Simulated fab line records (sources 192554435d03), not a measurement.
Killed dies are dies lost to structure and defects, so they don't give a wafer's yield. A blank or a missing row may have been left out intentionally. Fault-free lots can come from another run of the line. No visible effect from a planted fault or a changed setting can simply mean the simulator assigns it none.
Matching of chambers :: flow n5_finfet :: N5_SD_EPI_N_ETCH_34 on rie_diel-01 has 4 sister chambers
The step etches SiARC in CF4, target depth 45.5 nm, time 75.8 s. 14 wafers are shown with their chamber, then 7 later ones without.

== WAFERS WITH THEIR CHAMBER ==
wafer: L079.2
chamber: 2
throttle_valve_pct (%): 15.78
showerhead_plenum_p_Torr (Torr): 2.12
oes_product_au (a.u.): 0.62

wafer: L079.3
chamber: 0
throttle_valve_pct (%): 15.86
showerhead_plenum_p_Torr (Torr): 2.06
oes_product_au (a.u.): 0.65

wafer: L079.5
chamber: 0
throttle_valve_pct (%): 15.84
showerhead_plenum_p_Torr (Torr): 2.06
oes_product_au (a.u.): 0.66

wafer: L081.2
chamber: 3
throttle_valve_pct (%): 15.46
showerhead_plenum_p_Torr (Torr): 2.10
oes_product_au (a.u.): 0.82

wafer: L081.3
chamber: 1
throttle_valve_pct (%): 15.75
showerhead_plenum_p_Torr (Torr): 2.14
oes_product_au (a.u.): 0.62

wafer: L081.5
chamber: 3
throttle_valve_pct (%): 15.45
showerhead_plenum_p_Torr (Torr): 2.10
oes_product_au (a.u.): 0.82

wafer: L082.1
chamber: 3
throttle_valve_pct (%): 15.46
showerhead_plenum_p_Torr (Torr): 2.09
oes_product_au (a.u.): 0.79

wafer: L082.4
chamber: 2
throttle_valve_pct (%): 15.80
showerhead_plenum_p_Torr (Torr): 2.11
oes_product_au (a.u.): 0.62

wafer: L082.6
chamber: 3
throttle_valve_pct (%): 15.47
showerhead_plenum_p_Torr (Torr): 2.09
oes_product_au (a.u.): 0.79

wafer: L084.1
chamber: 0
throttle_valve_pct (%): 15.87
showerhead_plenum_p_Torr (Torr): 2.05
oes_product_au (a.u.): 0.64

wafer: L084.2
chamber: 1
throttle_valve_pct (%): 15.77
showerhead_plenum_p_Torr (Torr): 2.14
oes_product_au (a.u.): 0.61

wafer: L084.4
chamber: 3
throttle_valve_pct (%): 15.48
showerhead_plenum_p_Torr (Torr): 2.09
oes_product_au (a.u.): 0.77

wafer: L089.4
chamber: 3
throttle_valve_pct (%): 15.50
showerhead_plenum_p_Torr (Torr): 2.09
oes_product_au (a.u.): 0.74

wafer: L089.5
chamber: 3
throttle_valve_pct (%): 15.52
showerhead_plenum_p_Torr (Torr): 2.09
oes_product_au (a.u.): 0.75

SIGNATURES (averages over the wafers above)
reading: throttle_valve_pct
chamber 0: 15.8567
chamber 1: 15.7600
chamber 2: 15.7900
chamber 3: 15.4771
scatter within a chamber: 0.0215

reading: showerhead_plenum_p_Torr
chamber 0: 2.0567
chamber 1: 2.1400
chamber 2: 2.1150
chamber 3: 2.0929
scatter within a chamber: 0.00509

reading: oes_product_au
chamber 0: 0.6500
chamber 1: 0.6150
chamber 2: 0.6200
chamber 3: 0.7829
scatter within a chamber: 0.0249
Rule: a wafer's distance from a chamber is the root of the sum, over the readings, of the square of ((its reading less the chamber's mean) divided by the reading's scatter). If the next closest chamber is less than 2 further off than the closest, the wafer can't be placed; otherwise it belongs to the closest. The scatter is the square root of a quotient: the sum, over the shown wafers, of each reading's squared deviation from its chamber's mean, divided by wafers minus chambers.

== WAFERS WHOSE CHAMBER IS MISSING ==
wafer: L089.6
throttle_valve_pct (%): 15.90
showerhead_plenum_p_Torr (Torr): 2.05
oes_product_au (a.u.): 0.63

wafer: L096.1
throttle_valve_pct (%): 15.56
showerhead_plenum_p_Torr (Torr): 2.08
oes_product_au (a.u.): 0.72

wafer: L096.2
throttle_valve_pct (%): 15.84
showerhead_plenum_p_Torr (Torr): 2.13
oes_product_au (a.u.): 0.59

wafer: L096.6
throttle_valve_pct (%): 15.39
showerhead_plenum_p_Torr (Torr): 2.10
oes_product_au (a.u.): 0.83

wafer: L097.1
throttle_valve_pct (%): 15.82
showerhead_plenum_p_Torr (Torr): 2.13
oes_product_au (a.u.): 0.59

wafer: L097.3
throttle_valve_pct (%): 15.38
showerhead_plenum_p_Torr (Torr): 2.10
oes_product_au (a.u.): 0.82

wafer: L097.5
throttle_valve_pct (%): 15.37
showerhead_plenum_p_Torr (Torr): 2.10
oes_product_au (a.u.): 0.81

== WHICH CHAMBER EACH WENT THROUGH ==
wafer: L089.6
from the rows above: 0
in truth: 0

wafer: L096.1
from the rows above: 3
in truth: 3

wafer: L096.2
from the rows above: can't be placed: 2 or 1
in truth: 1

wafer: L096.6
from the rows above: 3
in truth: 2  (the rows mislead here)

wafer: L097.1
from the rows above: can't be placed: 2 or 1
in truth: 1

wafer: L097.3
from the rows above: 3
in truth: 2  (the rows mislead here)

wafer: L097.5
from the rows above: 3
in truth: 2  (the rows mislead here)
Correct placement for 2 of the 7. Cannot be placed on the basis of these rows: 2; the candidates contain the true chamber in 2. 3 placed wrongly.
